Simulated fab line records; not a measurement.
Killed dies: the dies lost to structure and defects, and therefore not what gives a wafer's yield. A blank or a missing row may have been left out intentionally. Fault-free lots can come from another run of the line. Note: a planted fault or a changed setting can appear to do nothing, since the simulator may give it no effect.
Matching of chambers	flow n5-finfet	N5_BEOL_M0_PRE_CLEAN_131 on cvd-co-02: 3 sister chambers
The step time 15 s. 6 wafers are shown with their chamber, then 12 later ones without.

WAFERS WITH THEIR CHAMBER
wafer	chamber	heater-power-w (W)
L082.1	2	103
L089.1	0	83
L089.6	1	29
L090.1	1	29
L090.2	2	102
L090.3	0	82

WAFERS WITHOUT THEIR CHAMBER
wafer	heater-power-w (W)
L090.4	30
L090.5	101
L090.6	80
L091.3	104
L091.4	82
L091.6	103
L093.2	83
L093.5	29
L093.6	83
L096.3	82
L096.5	30
L096.6	101

CHAMBER TAKEN BY EACH
wafer	from the rows above	in truth
L090.4	1	1
L090.5	2	2
L090.6	0	0
L091.3	2	2
L091.4	0	0
L091.6	2	2
L093.2	0	0
L093.5	1	1
L093.6	0	0
L096.3	0	0
L096.5	1	1
L096.6	2	2
Correct placement for 12 of the 12. Left unplaced by these rows: 0. Placed wrongly: 0.
How it was worked out, from the rows above alone: a wafer's distance from a chamber is the root of the sum, over the readings, of the square of ((its reading less the chamber's mean) divided by the reading's scatter). The wafer belongs to the nearest chamber; if the next one is less than 2 further off, it can't be placed. The mean given for a chamber averages the wafers shown for that chamber. The scatter: take each reading less its chamber's mean, square it, sum over the shown wafers, divide by the number of wafers less the number of chambers, and take the root.
